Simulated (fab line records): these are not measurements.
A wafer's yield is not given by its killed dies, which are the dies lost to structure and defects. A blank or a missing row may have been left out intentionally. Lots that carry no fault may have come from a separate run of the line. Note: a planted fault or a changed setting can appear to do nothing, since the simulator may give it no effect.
Matching of chambers / flow nand-harc / 4 sister chambers for NHARC_A_WL_FILL_STRIP_29 on rie-diel-01
The step strips in O2, time 20 s. 14 wafers are shown with their chamber, then 7 later ones without.

WAFERS, EACH WITH ITS CHAMBER
wafer=L078.1; chamber=0; showerhead-plenum-p-Torr (Torr)=3.74; oes-product-au (a.u.)=0.990; rf-vpp-V (V)=58.9
wafer=L078.2; chamber=2; showerhead-plenum-p-Torr (Torr)=3.53; oes-product-au (a.u.)=0.997; rf-vpp-V (V)=57.2
wafer=L078.5; chamber=1; showerhead-plenum-p-Torr (Torr)=3.41; oes-product-au (a.u.)=0.986; rf-vpp-V (V)=57.6
wafer=L079.2; chamber=1; showerhead-plenum-p-Torr (Torr)=3.41; oes-product-au (a.u.)=0.992; rf-vpp-V (V)=58.1
wafer=L079.3; chamber=2; showerhead-plenum-p-Torr (Torr)=3.53; oes-product-au (a.u.)=0.989; rf-vpp-V (V)=56.9
wafer=L079.6; chamber=3; showerhead-plenum-p-Torr (Torr)=3.43; oes-product-au (a.u.)=1.003; rf-vpp-V (V)=57.7
wafer=L081.1; chamber=0; showerhead-plenum-p-Torr (Torr)=3.74; oes-product-au (a.u.)=0.998; rf-vpp-V (V)=57.6
wafer=L081.3; chamber=2; showerhead-plenum-p-Torr (Torr)=3.52; oes-product-au (a.u.)=0.992; rf-vpp-V (V)=57.7
wafer=L081.5; chamber=0; showerhead-plenum-p-Torr (Torr)=3.74; oes-product-au (a.u.)=0.998; rf-vpp-V (V)=59.5
wafer=L084.3; chamber=0; showerhead-plenum-p-Torr (Torr)=3.74; oes-product-au (a.u.)=0.990; rf-vpp-V (V)=56.7
wafer=L084.5; chamber=0; showerhead-plenum-p-Torr (Torr)=3.74; oes-product-au (a.u.)=1.003; rf-vpp-V (V)=57.9
wafer=L084.6; chamber=3; showerhead-plenum-p-Torr (Torr)=3.43; oes-product-au (a.u.)=1.006; rf-vpp-V (V)=56.3
wafer=L090.3; chamber=0; showerhead-plenum-p-Torr (Torr)=3.74; oes-product-au (a.u.)=1.001; rf-vpp-V (V)=58.6
wafer=L090.4; chamber=3; showerhead-plenum-p-Torr (Torr)=3.43; oes-product-au (a.u.)=1.006; rf-vpp-V (V)=57.0

SIGNATURES (averages over the wafers above)
reading=showerhead-plenum-p-Torr; chamber 0=3.7400; chamber 1=3.4100; chamber 2=3.5267; chamber 3=3.4300; scatter within a chamber=0.00258
reading=oes-product-au; chamber 0=0.99667; chamber 1=0.98900; chamber 2=0.99267; chamber 3=1.00500; scatter within a chamber=0.00456
reading=rf-vpp-V; chamber 0=58.200; chamber 1=57.850; chamber 2=57.267; chamber 3=57.000; scatter within a chamber=0.804
Rule: distance of a wafer from a chamber = root of the sum over the readings of ((wafer's reading minus chamber's mean) / reading's scatter) squared. The wafer belongs to the nearest chamber; if the next one is less than 2 further off, it can't be placed. The scatter is the square root of a quotient: the sum, over the shown wafers, of each reading's squared deviation from its chamber's mean, divided by wafers minus chambers.

WAFERS WITH NO CHAMBER GIVEN
wafer=L090.5; showerhead-plenum-p-Torr (Torr)=3.74; oes-product-au (a.u.)=1.006; rf-vpp-V (V)=57.9
wafer=L094.2; showerhead-plenum-p-Torr (Torr)=3.41; oes-product-au (a.u.)=0.989; rf-vpp-V (V)=57.5
wafer=L094.3; showerhead-plenum-p-Torr (Torr)=3.42; oes-product-au (a.u.)=1.010; rf-vpp-V (V)=57.8
wafer=L094.5; showerhead-plenum-p-Torr (Torr)=3.41; oes-product-au (a.u.)=0.995; rf-vpp-V (V)=56.9
wafer=L097.2; showerhead-plenum-p-Torr (Torr)=3.74; oes-product-au (a.u.)=1.011; rf-vpp-V (V)=58.9
wafer=L097.4; showerhead-plenum-p-Torr (Torr)=3.42; oes-product-au (a.u.)=0.999; rf-vpp-V (V)=57.6
wafer=L097.6; showerhead-plenum-p-Torr (Torr)=3.42; oes-product-au (a.u.)=1.001; rf-vpp-V (V)=58.5

EACH ONE'S CHAMBER
wafer=L090.5; from the rows above=0; in truth=0
wafer=L094.2; from the rows above=1; in truth=1
wafer=L094.3; from the rows above=can't be placed: 3 or 1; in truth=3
wafer=L094.5; from the rows above=1; in truth=1
wafer=L097.2; from the rows above=0; in truth=0
wafer=L097.4; from the rows above=can't be placed: 3 or 1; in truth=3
wafer=L097.6; from the rows above=can't be placed: 3 or 1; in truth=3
Placed correctly: 4 of 7. Can't be placed from these rows: 3 (the true chamber is among the candidates in 3). Number placed wrongly: 0.
